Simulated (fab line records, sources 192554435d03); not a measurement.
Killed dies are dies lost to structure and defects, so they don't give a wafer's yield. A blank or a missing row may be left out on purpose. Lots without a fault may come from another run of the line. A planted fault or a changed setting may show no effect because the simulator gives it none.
Chamber matching | flow n5_finfet | N5_BEOL_M14_ETCH_67 on rie_diel-05: 4 sister chambers
The step etches SiARC in CF4, target depth 143 nm, time 238.3 s. 8 wafers are shown with their chamber, then 12 later ones without.

WAFERS WITH THEIR CHAMBER
wafer  | chamber | drypump_motor_current_A (A) | throttle_valve_pct (%)
L086.6 | 2       | 6.3                         | 15.89
L084.1 | 2       | 6.2                         | 15.89
L093.1 | 3       | 5.4                         | 15.68
L093.2 | 1       | 6.5                         | 15.49
L093.3 | 0       | 6.5                         | 15.21
L093.4 | 3       | 5.4                         | 15.67
L093.5 | 1       | 6.5                         | 15.49
L093.6 | 0       | 6.5                         | 15.19

WAFERS WITHOUT THEIR CHAMBER
wafer  | drypump_motor_current_A (A) | throttle_valve_pct (%)
L092.2 | 5.5                         | 15.70
L092.4 | 6.3                         | 15.41
L092.6 | 6.3                         | 15.41
L090.2 | 5.4                         | 15.70
L090.4 | 6.4                         | 15.22
L090.6 | 5.4                         | 15.70
L097.1 | 6.5                         | 15.53
L097.2 | 6.2                         | 15.41
L097.3 | 6.4                         | 15.24
L097.4 | 5.4                         | 15.74
L097.5 | 6.2                         | 15.43
L097.6 | 6.5                         | 15.54

WHICH CHAMBER EACH WENT THROUGH
wafer  | from the rows above | in truth
L092.2 | 3                   | 3
L092.4 | 1                   | 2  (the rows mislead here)
L092.6 | 1                   | 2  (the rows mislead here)
L090.2 | 3                   | 3
L090.4 | 0                   | 0
L090.6 | 3                   | 3
L097.1 | 1                   | 1
L097.2 | 1                   | 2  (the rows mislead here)
L097.3 | 0                   | 0
L097.4 | 3                   | 3
L097.5 | 1                   | 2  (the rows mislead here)
L097.6 | 1                   | 1
Placed correctly: 8 of 12. Can't be placed from these rows: 0. Placed wrongly: 4.
How it was worked out, from the rows above alone: a wafer's distance from a chamber is the root of the sum, over the readings, of the square of ((its reading less the chamber's mean) divided by the reading's scatter). The wafer belongs to the nearest chamber; if the next one is less than 2 further off, it can't be placed. A chamber's mean is the mean of its shown wafers. The scatter: the root of (the sum of the squares of (reading less its chamber's mean) over the shown wafers, divided by (wafers less chambers)).
